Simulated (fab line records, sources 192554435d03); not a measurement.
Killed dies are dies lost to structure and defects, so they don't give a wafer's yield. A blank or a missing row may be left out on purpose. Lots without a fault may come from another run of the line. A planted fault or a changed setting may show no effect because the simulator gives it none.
Which tool did it? | flow n5_finfet | 24 lots, 72 wafers sampled, at 6 steps of a route of 1938

WHAT THE GAUGES READ, wafer by wafer
N5_BEOL_M5_CD_MEAS_11: target cd 27.74 nm.
lot  | measured     | on        | cd_nm (nm)
L074 | day 7 20:55  | cd_sem-03 | 28.04 27.69 28.20
L075 | day 8 03:12  | cd_sem-01 | 28.03 27.86 28.21
L076 | day 8 13:38  | cd_sem-02 | 28.28 27.91 27.78
L077 | day 8 15:23  | cd_sem-01 | 27.90 28.25 27.62
L078 | day 9 01:15  | cd_sem-03 | 28.13 27.92 28.38
L079 | day 9 04:20  | cd_sem-03 | 28.14 28.52 28.06
L080 | day 9 10:49  | cd_sem-02 | 28.27 28.17 27.92
L081 | day 9 20:01  | cd_sem-03 | 27.93 27.99 28.33
L082 | day 10 04:29 | cd_sem-01 | 27.81 27.56 27.68
L083 | day 10 05:25 | cd_sem-01 | 27.65 27.85 27.44
L084 | day 10 14:47 | cd_sem-03 | 28.06 28.25 28.06
L085 | day 11 00:07 | cd_sem-03 | 27.81 27.88 28.08
L086 | day 11 02:09 | cd_sem-01 | 27.75 27.89 27.68
L087 | day 11 03:59 | cd_sem-03 | 28.17 27.90 27.79
L089 | day 11 18:47 | cd_sem-02 | 28.12 27.59 27.86
L088 | day 11 23:07 | cd_sem-02 | 28.13 27.80 28.06
L090 | day 11 23:52 | cd_sem-01 | 27.82 27.44 28.52
L093 | day 12 15:09 | cd_sem-03 | 27.95 28.17 27.88
L091 | day 12 17:02 | cd_sem-03 | 27.74 27.82 27.50
L092 | day 12 18:43 | cd_sem-03 | 27.79 27.96 28.09
L094 | day 12 19:55 | cd_sem-01 | 27.82 28.07 27.84
L095 | day 13 02:11 | cd_sem-03 | 27.75 27.75 27.26
L096 | day 13 23:49 | cd_sem-03 | 27.62 27.87 27.72
L097 | day 14 10:51 | cd_sem-01 | 28.11 28.09 28.19

WHICH TOOL RAN EACH LOT (tool, then ch and the chambers of the sampled wafers, then the start)
lot  | N5_BEOL_M4_ETCHBACK_99             | N5_BEOL_M4_SPUTTER_90        | N5_BEOL_M4_ANNEAL_95         | N5_BEOL_M4_ANNEAL_51             | N5_BEOL_M4_DEP_57
L074 | rie_diel-01 ch 1,2,3, day 7 11:40  | pvd_sputter-02, day 7 14:17  | pvd_sputter-02, day 7 14:49  | rtp_anneal-02 ch 0, day 7 17:50  | pecvd-01 ch 0,1, day 7 18:37
L075 | rie_diel-06 ch 0,1,3, day 7 16:46  | pvd_sputter-03, day 7 19:09  | pvd_sputter-03, day 7 19:40  | rtp_anneal-02 ch 0, day 7 22:53  | pecvd-01 ch 1,2, day 7 23:42
L076 | rie_diel-06 ch 0,1,2, day 8 03:26  | pvd_sputter-03, day 8 05:55  | pvd_sputter-03, day 8 06:26  | rtp_anneal-02 ch 0, day 8 10:13  | pecvd-02 ch 0,1,2, day 8 11:00
L077 | rie_diel-06 ch 0,1,2, day 8 05:47  | pvd_sputter-03, day 8 08:23  | pvd_sputter-03, day 8 08:55  | rtp_anneal-02 ch 0, day 8 12:17  | pecvd-02 ch 0,2, day 8 13:04
L078 | rie_diel-01 ch 0,1,3, day 8 16:32  | pvd_sputter-03, day 8 18:50  | pvd_sputter-03, day 8 19:21  | rtp_anneal-02 ch 0, day 8 22:14  | pecvd-02 ch 1,2, day 8 22:58
L079 | rie_diel-01 ch 0,3, day 8 17:32    | pvd_sputter-03, day 8 21:56  | pvd_sputter-03, day 8 22:27  | rtp_anneal-02 ch 0, day 9 01:16  | pecvd-04 ch 0,1,2, day 9 02:02
L080 | rie_diel-05 ch 1,2,3, day 9 00:21  | pvd_sputter-03, day 9 03:08  | pvd_sputter-03, day 9 03:40  | rtp_anneal-02 ch 0, day 9 07:27  | pecvd-01 ch 0,1,2, day 9 08:09
L081 | rie_diel-01 ch 0,1,3, day 9 11:22  | pvd_sputter-01, day 9 13:59  | pvd_sputter-01, day 9 14:30  | rtp_anneal-02 ch 0, day 9 16:35  | pecvd-01 ch 0,2, day 9 17:33
L082 | rie_diel-01 ch 0,1, day 9 17:04    | pvd_sputter-02, day 9 20:13  | pvd_sputter-02, day 9 20:44  | rtp_anneal-02 ch 0, day 10 01:03 | pecvd-01 ch 0,2, day 10 01:47
L083 | rie_diel-05 ch 0,2,3, day 9 18:47  | pvd_sputter-03, day 9 21:17  | pvd_sputter-03, day 9 21:49  | rtp_anneal-02 ch 0, day 10 01:59 | pecvd-01 ch 0,1,2, day 10 02:47
L084 | rie_diel-01 ch 1,2, day 10 05:46   | pvd_sputter-01, day 10 08:07 | pvd_sputter-01, day 10 08:38 | rtp_anneal-02 ch 0, day 10 10:17 | pecvd-04 ch 0,1, day 10 11:02
L085 | rie_diel-01 ch 0,1, day 10 14:43   | pvd_sputter-02, day 10 17:42 | pvd_sputter-02, day 10 18:13 | rtp_anneal-01 ch 0, day 10 20:02 | pecvd-02 ch 0,1,2, day 10 20:49
L086 | rie_diel-05 ch 1,2, day 10 18:40   | pvd_sputter-02, day 10 22:14 | pvd_sputter-02, day 10 22:45 | rtp_anneal-01 ch 0, day 10 23:08 | pecvd-04 ch 0,1, day 10 23:52
L087 | rie_diel-06 ch 1,2, day 10 20:07   | pvd_sputter-01, day 10 23:22 | pvd_sputter-01, day 10 23:53 | rtp_anneal-01 ch 0, day 11 00:14 | pecvd-04 ch 0,1,2, day 11 01:01
L089 | rie_diel-05 ch 0,1, day 11 10:22   | pvd_sputter-02, day 11 14:06 | pvd_sputter-02, day 11 14:37 | rtp_anneal-02 ch 0, day 11 15:07 | pecvd-01 ch 0,1,2, day 11 15:58
L088 | rie_diel-01 ch 1,2,3, day 11 14:29 | pvd_sputter-01, day 11 17:14 | pvd_sputter-01, day 11 17:46 | rtp_anneal-02 ch 0, day 11 19:39 | pecvd-01 ch 0,1,2, day 11 20:28
L090 | rie_diel-05 ch 0,1,2, day 11 15:40 | pvd_sputter-03, day 11 18:33 | pvd_sputter-03, day 11 19:04 | rtp_anneal-01 ch 0, day 11 20:55 | pecvd-01 ch 0,2, day 11 21:42
L093 | rie_diel-01 ch 2,3, day 12 06:53   | pvd_sputter-01, day 12 09:38 | pvd_sputter-01, day 12 10:09 | rtp_anneal-01 ch 0, day 12 10:29 | pecvd-02 ch 0,1, day 12 11:18
L091 | rie_diel-05 ch 0,2,3, day 12 10:16 | pvd_sputter-02, day 12 13:04 | pvd_sputter-02, day 12 13:38 | rtp_anneal-02 ch 0, day 12 14:03 | pecvd-02 ch 0,1, day 12 14:49
L092 | rie_diel-01 ch 0,2, day 12 10:42   | pvd_sputter-03, day 12 14:52 | pvd_sputter-03, day 12 15:23 | rtp_anneal-01 ch 0, day 12 15:44 | pecvd-04 ch 1,2, day 12 16:32
L094 | rie_diel-06 ch 0,1,3, day 12 10:56 | pvd_sputter-02, day 12 15:08 | pvd_sputter-02, day 12 15:43 | rtp_anneal-01 ch 0, day 12 16:05 | pecvd-01 ch 0,1,2, day 12 16:52
L095 | rie_diel-05 ch 0,2, day 12 17:44   | pvd_sputter-03, day 12 20:07 | pvd_sputter-03, day 12 20:38 | rtp_anneal-02 ch 0, day 12 21:03 | pecvd-01 ch 0,2, day 12 21:47
L096 | rie_diel-05 ch 1,2,3, day 13 14:44 | pvd_sputter-02, day 13 18:23 | pvd_sputter-02, day 13 18:54 | rtp_anneal-01 ch 0, day 13 19:14 | pecvd-04 ch 2, day 13 20:02
L097 | rie_diel-06 ch 0,3, day 14 02:16   | pvd_sputter-03, day 14 04:43 | pvd_sputter-03, day 14 05:14 | rtp_anneal-01 ch 0, day 14 05:35 | pecvd-04 ch 0,1, day 14 06:22
- N5_BEOL_M4_ETCHBACK_99: etches SiO2 in CHF3, target depth 5 nm, time 10.4 s.
- N5_BEOL_M4_SPUTTER_90: material Cu, target thk 4.5 nm, time 8.29 s.
- N5_BEOL_M4_ANNEAL_95: time 240 s.
- N5_BEOL_M4_ANNEAL_51: time 90 s.
- N5_BEOL_M4_DEP_57: deposits SiCN from 3MS/NH3, target thk 8 nm, time 14 s.

WHAT THE TOOLS THEMSELVES READ (means of the sampled wafers that have a number; where no wafer has one, the mark that the record gives instead)
N5_BEOL_M4_ETCHBACK_99.
lot  | tool        | chamber_pressure_mTorr (mTorr) | drypump_motor_current_A (A) | oes_f_703_au (a.u.) | oes_product_au (a.u.) | rf_vpp_V (V) | showerhead_plenum_p_Torr (Torr) | throttle_valve_pct (%)
L074 | rie_diel-01 | 29.993                         | 5.4                         | 0.77                | 0.77                  | 238.7        | 2.10                            | 16.91
L075 | rie_diel-06 | 29.979                         | 5.6                         | 0.82                | 0.81                  | 240.6        | 2.26                            | 17.27
L076 | rie_diel-06 | 29.984                         | 5.6                         | 0.82                | 0.81                  | 238.9        | 2.23                            | 17.20
L077 | rie_diel-06 | 29.992                         | 5.6                         | 0.82                | 0.81                  | 238.8        | 2.23                            | 17.19
L078 | rie_diel-01 | 29.996                         | 5.7                         | 0.74                | 0.72                  | 239.5        | 2.11                            | 17.16
L079 | rie_diel-01 | 30.029                         | 5.6                         | 0.77                | 0.76                  | 239.9        | 2.10                            | 16.99
L080 | rie_diel-05 | 29.994                         | 5.6                         | 0.89                | 0.88                  | 241.5        | 2.19                            | 16.97
L081 | rie_diel-01 | 30.024                         | 5.7                         | 0.73                | 0.72                  | 238.9        | 2.11                            | 17.17
L082 | rie_diel-01 | 30.007                         | 5.8                         | 0.69                | 0.69                  | 239.4        | 2.13                            | 17.35
L083 | rie_diel-05 | 29.988                         | 5.4                         | 0.85                | 0.86                  | 240.8        | 2.16                            | 17.00
L084 | rie_diel-01 | 29.995                         | 5.4                         | 0.74                | 0.74                  | 238.5        | 2.08                            | 16.99
L085 | rie_diel-01 | 29.947                         | 6.0                         | 0.70                | 0.68                  | 239.1        | 2.13                            | 17.46
L086 | rie_diel-05 | 30.023                         | 5.9                         | 0.88                | 0.87                  | 239.6        | 2.15                            | 16.90
L087 | rie_diel-06 | 30.024                         | 6.1                         | 0.80                | 0.80                  | 237.9        | 2.23                            | 17.23
L089 | rie_diel-05 | 30.009                         | 5.7                         | 0.85                | 0.84                  | 239.7        | 2.13                            | 16.81
L088 | rie_diel-01 | 30.032                         | 5.5                         | 0.74                | 0.74                  | 239.6        | 2.08                            | 16.97
L090 | rie_diel-05 | 30.016                         | 5.8                         | 0.85                | 0.84                  | 238.9        | 2.12                            | 16.95
L093 | rie_diel-01 | 29.996                         | 5.3                         | 0.76                | 0.75                  | 239.0        | 2.06                            | 16.84
L091 | rie_diel-05 | 30.006                         | 5.4                         | 0.83                | 0.83                  | 240.9        | 2.15                            | 17.05
L092 | rie_diel-01 | 29.980                         | 5.6                         | 0.82                | 0.82                  | 238.8        | 2.08                            | 16.96
L094 | rie_diel-06 | 30.005                         | 5.6                         | 0.86                | 0.85                  | 240.6        | 2.25                            | 17.18
L095 | rie_diel-05 | 29.984                         | 5.6                         | 0.83                | 0.82                  | 239.7        | 2.08                            | 17.15
L096 | rie_diel-05 | 30.011                         | 5.6                         | 0.84                | 0.82                  | 239.8        | 2.17                            | 17.04
L097 | rie_diel-06 | 29.994                         | 5.1                         | 0.83                | 0.82                  | 241.0        | 2.23                            | 17.22

N5_BEOL_M4_SPUTTER_90.
lot  | tool           | susceptor_temp_C (C) | throttle_valve_pct (%)
L074 | pvd_sputter-02 | -19.88               | 29.2
L075 | pvd_sputter-03 | -19.92               | 29.9
L076 | pvd_sputter-03 | -19.91               | 29.4
L077 | pvd_sputter-03 | -19.99               | 29.8
L078 | pvd_sputter-03 | -20.02               | 30.1
L079 | pvd_sputter-03 | -20.02               | 29.2
L080 | pvd_sputter-03 | -20.00               | 29.4
L081 | pvd_sputter-01 | -19.98               | 30.3
L082 | pvd_sputter-02 | -19.97               | 28.9
L083 | pvd_sputter-03 | -19.91               | 29.4
L084 | pvd_sputter-01 | -20.02               | 30.2
L085 | pvd_sputter-02 | -20.14               | 29.1
L086 | pvd_sputter-02 | -20.08               | 30.1
L087 | pvd_sputter-01 | -20.00               | 29.8
L089 | pvd_sputter-02 | -20.09               | 29.8
L088 | pvd_sputter-01 | -19.95               | 30.1
L090 | pvd_sputter-03 | -20.03               | 29.6
L093 | pvd_sputter-01 | -20.01               | 30.1
L091 | pvd_sputter-02 | -20.05               | 29.3
L092 | pvd_sputter-03 | -19.90               | 29.8
L094 | pvd_sputter-02 | -19.99               | 29.3
L095 | pvd_sputter-03 | -19.97               | 29.7
L096 | pvd_sputter-02 | -20.10               | 29.2
L097 | pvd_sputter-03 | -19.95               | 29.9

N5_BEOL_M4_ANNEAL_95.
lot  | tool           | heater_power_w (W) | susceptor_temp_C (C)
L074 | pvd_sputter-02 | 838                | 400.17
L075 | pvd_sputter-03 | 813                | 400.17
L076 | pvd_sputter-03 | 822                | 400.06
L077 | pvd_sputter-03 | 792                | 400.08
L078 | pvd_sputter-03 | 754                | 399.82
L079 | pvd_sputter-03 | 824                | 399.99
L080 | pvd_sputter-03 | 818                | 399.89
L081 | pvd_sputter-01 | 886                | 400.13
L082 | pvd_sputter-02 | 852                | 399.85
L083 | pvd_sputter-03 | 821                | 400.15
L084 | pvd_sputter-01 | 881                | 400.02
L085 | pvd_sputter-02 | 860                | 400.01
L086 | pvd_sputter-02 | 917                | 399.79
L087 | pvd_sputter-01 | 873                | 399.93
L089 | pvd_sputter-02 | 895                | 399.83
L088 | pvd_sputter-01 | 898                | 399.97
L090 | pvd_sputter-03 | 792                | 400.01
L093 | pvd_sputter-01 | 874                | 399.96
L091 | pvd_sputter-02 | 851                | 400.00
L092 | pvd_sputter-03 | 786                | 399.88
L094 | pvd_sputter-02 | 872                | 399.98
L095 | pvd_sputter-03 | 794                | 399.96
L096 | pvd_sputter-02 | 860                | 399.97
L097 | pvd_sputter-03 | 829                | 400.02

N5_BEOL_M4_ANNEAL_51.
lot  | tool          | anneal_temp_c_max | wafer_temp_C_max
L074 | rtp_anneal-02 | 226.49            | 225.93
L075 | rtp_anneal-02 | 226.26            | 225.83
L076 | rtp_anneal-02 | 226.44            | 225.88
L077 | rtp_anneal-02 | 226.01            | 225.68
L078 | rtp_anneal-02 | 226.16            | 225.64
L079 | rtp_anneal-02 | 225.97            | 225.36
L080 | rtp_anneal-02 | 226.29            | 225.50
L081 | rtp_anneal-02 | 226.43            | 225.94
L082 | rtp_anneal-02 | 226.35            | 225.87
L083 | rtp_anneal-02 | 226.36            | 225.55
L084 | rtp_anneal-02 | 226.65            | 225.83
L085 | rtp_anneal-01 | 226.40            | 225.53
L086 | rtp_anneal-01 | 226.48            | 225.70
L087 | rtp_anneal-01 | 226.37            | 225.52
L089 | rtp_anneal-02 | 226.53            | 225.85
L088 | rtp_anneal-02 | 225.96            | 225.80
L090 | rtp_anneal-01 | 226.28            | 225.45
L093 | rtp_anneal-01 | 226.35            | 225.65
L091 | rtp_anneal-02 | 226.03            | 225.85
L092 | rtp_anneal-01 | 226.09            | 225.77
L094 | rtp_anneal-01 | 226.69            | 225.50
L095 | rtp_anneal-02 | 226.28            | 225.96
L096 | rtp_anneal-01 | 225.88            | 225.37
L097 | rtp_anneal-01 | 226.34            | 225.37

N5_BEOL_M4_DEP_57.
lot  | tool     | showerhead_plenum_p_Torr (Torr) | showerhead_vpp_V (V) | throttle_valve_pct (%)
L074 | pecvd-01 | 3.668                           | 847                  | 9.5
L075 | pecvd-01 | 3.660                           | 898                  | 8.7
L076 | pecvd-02 | 3.652                           | 840                  | 8.4
L077 | pecvd-02 | 3.659                           | 831                  | 8.4
L078 | pecvd-02 | 3.656                           | 841                  | 8.3
L079 | pecvd-04 | 3.669                           | 862                  | 9.0
L080 | pecvd-01 | 3.665                           | 884                  | 9.1
L081 | pecvd-01 | 3.673                           | 871                  | 9.4
L082 | pecvd-01 | 3.668                           | 924                  | 9.1
L083 | pecvd-01 | 3.669                           | 876                  | 9.1
L084 | pecvd-04 | 3.642                           | 877                  | 9.0
L085 | pecvd-02 | 3.659                           | 840                  | 8.5
L086 | pecvd-04 | 3.654                           | 877                  | 8.9
L087 | pecvd-04 | 3.656                           | 860                  | 8.4
L089 | pecvd-01 | 3.672                           | 877                  | 9.2
L088 | pecvd-01 | 3.667                           | 885                  | 9.2
L090 | pecvd-01 | 3.674                           | 910                  | 9.3
L093 | pecvd-02 | 3.653                           | 850                  | 8.4
L091 | pecvd-02 | 3.653                           | 856                  | 8.5
L092 | pecvd-04 | 3.653                           | 869                  | 8.7
L094 | pecvd-01 | 3.669                           | 880                  | 9.1
L095 | pecvd-01 | 3.668                           | 887                  | 9.6
L096 | pecvd-04 | 3.687                           | 811                  | 7.9
L097 | pecvd-04 | 3.650                           | 886                  | 8.9

THE ANSWER, worked out from the rows above alone
Rule: what is usual is taken from the lots themselves. Put in order of their means at a reading, lots are off if they are a third of the lots or fewer, leave a main group of 4 or more, and stand apart from it by a gap of 3 or more times the standard deviation of the main group's means; of several such gaps the widest counts. A main group whose means are all the same, to the digits that the tables above print for the reading, isn't used. A lot without any number at a reading at which 4 lots or more have one is off too. The other lots that the step has rows for count as sound. The gauges are gone through in route order, then the tools' own readings, and for those a lot's mean is taken as printed above. The first step at which some lot is off is used, and at that step the reading that is off furthest; a lot without a number counts as furthest.
No lot is off at any reading shown: from this, nothing can be told.

WHAT THE SIMULATOR HAD PUT IN
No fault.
